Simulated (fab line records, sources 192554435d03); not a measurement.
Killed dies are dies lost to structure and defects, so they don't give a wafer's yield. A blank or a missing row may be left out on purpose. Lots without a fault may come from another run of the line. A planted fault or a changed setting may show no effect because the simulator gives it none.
Chamber matching | flow n5_finfet | N5_BEOL_M12_DEP_53 on pecvd-01: 3 sister chambers
The step deposits SiCN from 3MS/NH3, target thk 30 nm, time 10.5 s. 6 wafers are shown with their chamber, then 11 later ones without.

WAFERS WITH THEIR CHAMBER
wafer  | chamber | throttle_valve_pct (%) | showerhead_plenum_p_Torr (Torr)
L076.6 | 1       | 16.7                   | 4.196
L081.3 | 2       | 16.8                   | 4.186
L083.1 | 2       | 17.2                   | 4.198
L083.4 | 1       | 16.5                   | 4.189
L091.5 | 0       | 18.4                   | 4.166
L086.2 | 0       | 18.4                   | 4.171

WAFERS WITHOUT THEIR CHAMBER
wafer  | throttle_valve_pct (%) | showerhead_plenum_p_Torr (Torr)
L086.3 | 18.4                   | 4.174
L086.4 | 16.9                   | 4.180
L090.2 | 16.9                   | 4.202
L090.5 | 16.8                   | 4.196
L090.6 | 17.4                   | 4.172
L096.1 | 17.2                   | 4.177
L096.2 | 18.6                   | 4.162
L096.6 | 17.3                   | 4.166
L097.1 | 18.7                   | 4.171
L097.4 | 17.1                   | 4.204
L097.6 | 18.7                   | 4.174

WHICH CHAMBER EACH WENT THROUGH
wafer  | from the rows above          | in truth
L086.3 | 0                            | 0
L086.4 | can't be placed: 2 or 1      | 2
L090.2 | can't be placed: 2 or 1      | 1
L090.5 | can't be placed: 1 or 2      | 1
L090.6 | can't be placed: 2 or 0 or 1 | 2
L096.1 | can't be placed: 2 or 1      | 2
L096.2 | 0                            | 0
L096.6 | can't be placed: 2 or 1 or 0 | 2
L097.1 | 0                            | 0
L097.4 | can't be placed: 2 or 1      | 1
L097.6 | 0                            | 0
Placed correctly: 4 of 11. Can't be placed from these rows: 7 (the true chamber is among the candidates in 7). Placed wrongly: 0.
How it was worked out, from the rows above alone: a wafer's distance from a chamber is the root of the sum, over the readings, of the square of ((its reading less the chamber's mean) divided by the reading's scatter). The wafer belongs to the nearest chamber; if the next one is less than 2 further off, it can't be placed. A chamber's mean is the mean of its shown wafers. The scatter: the root of (the sum of the squares of (reading less its chamber's mean) over the shown wafers, divided by (wafers less chambers)).
